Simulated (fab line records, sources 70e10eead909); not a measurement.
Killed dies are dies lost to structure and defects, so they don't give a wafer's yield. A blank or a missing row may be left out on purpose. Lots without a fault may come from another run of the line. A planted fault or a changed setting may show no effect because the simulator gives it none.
A struck lot beside a sound one | flow nand_harc | 19 steps out of a route of 1302
Sound: wafers L311.1, L311.3, L311.6. Struck: wafers L309.1, L309.2, L309.4. The cause comes at the end.
At each step with rows: each side's tool, then ch and its chambers, then its first start. Under that, the readings that differ: sound wafers | struck wafers | difference of the means | sigmas: that difference in standard deviations of wafers without a fault.
alike: readings whose means differ by less than 2 such deviations, and words and numbers that are the same on both sides. not compared: withheld readings, readings that some wafer has no value for, bounds like >300 that may hide the same value, and numbers for which the record gives no deviation and whose values overlap.
The two part at a step that has a row with sigmas, a row that says differs or no value, or rows on one side only. Numbers that don't overlap but have no deviation are shown without sigmas and don't part them. A reading that every wafer of one side lacks parts them only if that side has two wafers or more.

NHARC_P_GATE_ALD_36: deposits SiNx, target thk 20 nm, pulse time 60 s, ald cycles 223.
  sound on ald_sin-01 ch 0,1,2, day 10 11:03; struck on ald_sin-04 ch 1,2,3, day 9 18:40
  alike: heater_power_w, precursor_pulse_height_rel
NHARC_P_GATE_ETCHBACK_37: etches the open film in CHF3/O2, target depth 34.5 nm, time 17.2 s.
  sound on rie_diel-07 ch 0,2,3; struck on rie_diel-04 ch 1,2,3
  alike: chamber_pressure_mTorr, drypump_motor_current_A, oes_product_au, rf_vpp_V, showerhead_plenum_p_Torr, throttle_valve_pct
  not compared: rf_hours_counter_h
NHARC_P_GATE_STRIP_101: strips in O2, time 20 s.
  sound on rie_diel-07 ch 2,3, day 10 19:35; struck on rie_diel-04 ch 0,1,3, day 10 03:14
  alike: chamber_pressure_mTorr, drypump_motor_current_A, oes_product_au, rf_vpp_V, showerhead_plenum_p_Torr, throttle_valve_pct
  not compared: rf_hours_counter_h
then, 9 steps without rows for these wafers: NHARC_P_GATE_PRECLEAN_97 (cleans in SPM, time 600 s); NHARC_P_GATE_SRD_98; NHARC_P_GATE_PRECLEAN_99 (cleans in SC1); NHARC_P_GATE_SRD_100; NHARC_P_GATE_DEHYDRATE_38 (time 120 s); NHARC_P_GATE_HMDS_39 (time 30 s); NHARC_P_GATE_COAT_40; NHARC_P_GATE_SOFTBAKE_41 (time 95 s); NHARC_P_GATE_EBR_42.
NHARC_P_GATE_EXPOSE_43: exposes mask P NSD, target cd 720 nm.
  sound on krf_scanner-04 ch 0, day 10 20:25; struck on krf_scanner-02 ch 0, day 10 03:53
  reading              | sound                | struck               | difference | sigmas
  exposure_dose_mJ_cm2 | 14.828 14.783 14.813 | 19.580 19.580 19.571 | +4.769     | +99 or more
  alike: mask
then, 2 steps without rows for these wafers: NHARC_P_GATE_PEB_44 (peb time 85 s); NHARC_P_GATE_DEVELOP_45 (time 70 s).
NHARC_P_GATE_CD_MEAS_46: target cd 720 nm.
  sound on cd_sem-01 ch 0, day 10 20:34; struck on cd_sem-01 ch 0
  reading    | sound             | struck            | difference | sigmas
  cd_nm (nm) | 725.1 723.9 726.3 | 767.0 767.8 769.4 | +43.0      | +20
  not compared: hold
NHARC_P_GATE_DESCUM_48: chemistry O2, time 3 s.
  sound on rie_diel-08 ch 2,3, day 10 20:44; struck on rie_diel-08 ch 0,2,3, day 10 13:26
  reading                 | sound             | struck          | difference | sigmas
  model.P_GATE.cd_nm (nm) | 725.1 724.6 727.1 | 766.8 768 769.2 | +42.4      |
  alike: chamber_pressure_mTorr, drypump_motor_current_A, oes_product_au, rf_vpp_V, showerhead_plenum_p_Torr, throttle_valve_pct
  not compared: rf_hours_counter_h
then, 1 step without rows for these wafers: NHARC_P_GATE_IMPLANT_49.
-- the record jumps here: 21 days lie between the struck wafers' starts before and after (it left off in module P_GATE and takes up again in module END, whose first step shown is number 1302 of the route) --
NHARC_END_SORT_01:
  the record has rows for the struck wafers here (prober-01 ch 0, day 31 06:30) and none for the sound ones

WHERE THEY PART
First at NHARC_P_GATE_EXPOSE_43; last, within this record, at NHARC_END_SORT_01.

WHY: what the simulator had put in
Process parameter drift: krf_scanner-02, from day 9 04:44 on, at NHARC_P_GATE_EXPOSE_43. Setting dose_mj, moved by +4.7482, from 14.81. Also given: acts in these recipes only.
